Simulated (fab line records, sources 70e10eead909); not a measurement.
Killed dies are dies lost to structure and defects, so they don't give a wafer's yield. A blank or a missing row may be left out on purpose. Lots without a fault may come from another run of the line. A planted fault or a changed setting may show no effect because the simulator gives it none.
A struck lot beside a sound one | flow nand_harc | 13 steps out of a route of 1302
Sound: wafers L366.1, L366.5, L366.6. Struck: wafers L369.3, L369.6. (L369.2 of the same lot was not struck and is left out.) The cause comes at the end.
At each step with rows: each side's tool, then ch and its chambers, then its first start. Under that, the readings that differ: sound wafers | struck wafers | difference of the means | sigmas: that difference in standard deviations of wafers without a fault.
alike: readings whose means differ by less than 2 such deviations, and words and numbers that are the same on both sides. not compared: withheld readings, readings that some wafer has no value for, bounds like >300 that may hide the same value, and numbers for which the record gives no deviation and whose values overlap.
The two part at a step that has a row with sigmas, a row that says differs or no value, or rows on one side only. Numbers that don't overlap but have no deviation are shown without sigmas and don't part them. A reading that every wafer of one side lacks parts them only if that side has two wafers or more.

first, 1 step without rows for these wafers: NHARC_A_SLIT_SRD_20.
NHARC_A_SLIT_CD_MEAS_21:
  sound on cd_sem-03, day 21 23:18; struck on cd_sem-01, day 23 17:39
  alike: cd_nm
then, 3 steps without rows for these wafers: NHARC_A_SIN_REMOVE_WET_00 (chemistry H3PO4, time 15300 s); NHARC_A_SIN_REMOVE_PRECLEAN_01 (cleans in SC1); NHARC_A_SIN_REMOVE_SRD_02.
NHARC_A_SIN_REMOVE_INSPECT_04:
  sound on defect_inspect-01, day 22 05:58; struck on defect_inspect-02, day 24 00:16
  reading          | sound       | struck  | difference | sigmas
  raw_defect_count | 356 343 411 | 486 600 | +173       | +2
NHARC_A_WL_FILL_ALD_00: deposits Al2O3, target thk 3 nm, pulse time 3 s, ald cycles 30.
  sound on ald_hk-02 ch 0,2,3, day 22 06:06; struck on ald_hk-02 ch 1,2, day 24 00:22
  alike: heater_power_w, precursor_pulse_height_rel
NHARC_A_WL_FILL_RTA_01: time 5 s.
  sound on rtp_anneal-02 ch 0, day 22 06:17; struck on rtp_anneal-02 ch 0, day 24 00:37
  alike: lamp_power_pct, wafer_temp_C_max
NHARC_A_WL_FILL_ALD_02: deposits TiN, target thk 2 nm, pulse time 3 s, ald cycles 100.
  sound on ald_metal-01 ch 0,1,2, day 22 06:34; struck on ald_metal-04 ch 0,2, day 24 00:53
  alike: heater_power_w, precursor_pulse_height_rel
NHARC_A_WL_FILL_CVD_03: deposits W, target thk 40 nm, time 279 s.
  sound on cvd_w-01 ch 0,1, day 22 06:59; struck on cvd_w-02 ch 0, day 24 01:15
  alike: heater_power_w, mfc_h2_sccm, throttle_valve_pct
NHARC_A_WL_FILL_ETCHBACK_04: etches the open film in NF3, target depth 60 nm, time 120 s.
  sound on rie_metal-03 ch 0,1, day 22 07:20; struck on rie_metal-03 ch 0,1, day 24 01:37
  reading          | sound             | struck    | difference | sigmas
  run_length_s (s) | 140.8 141.2 141.1 | 92.8 93.4 | -47.9      | -99 or more
  alike: drypump_motor_current_A, oes_product_au
  not compared: rf_hours_counter_h
NHARC_A_WL_FILL_ETCHBACK_05: etches the open film in Cl2/BCl3, target depth 22 nm, time 60 s.
  sound on rie_metal-03 ch 0,1, day 22 07:32; struck on rie_metal-03 ch 0,1, day 24 01:52
  alike: drypump_motor_current_A, oes_product_au, run_length_s
  not compared: rf_hours_counter_h
-- the record jumps here: 4 days lie between the struck wafers' starts before and after (it left off in module A_WL_FILL and takes up again in module END, whose first step shown is number 1302 of the route) --
NHARC_END_SORT_01:
  sound on prober-01 ch 0, day 26 05:33; struck on prober-02 ch 0, day 27 21:55
  reading         | sound       | struck                                            | difference                   | sigmas
  hold            | - - -       | await_dispo/7.7h/release await_dispo/7.7h/release | no value on the sound wafers |
  killed_at_array | 96 102 101  | 674 674                                           | +574                         | +21
  killed_dies     | 102 108 107 | 677 677                                           | +571                         | +20
  alike: killed_at_other, killed_at_periphery, killed_open, killed_short

WHERE THEY PART
First at NHARC_A_SIN_REMOVE_INSPECT_04; last, within this record, at NHARC_END_SORT_01.

WHY: what the simulator had put in
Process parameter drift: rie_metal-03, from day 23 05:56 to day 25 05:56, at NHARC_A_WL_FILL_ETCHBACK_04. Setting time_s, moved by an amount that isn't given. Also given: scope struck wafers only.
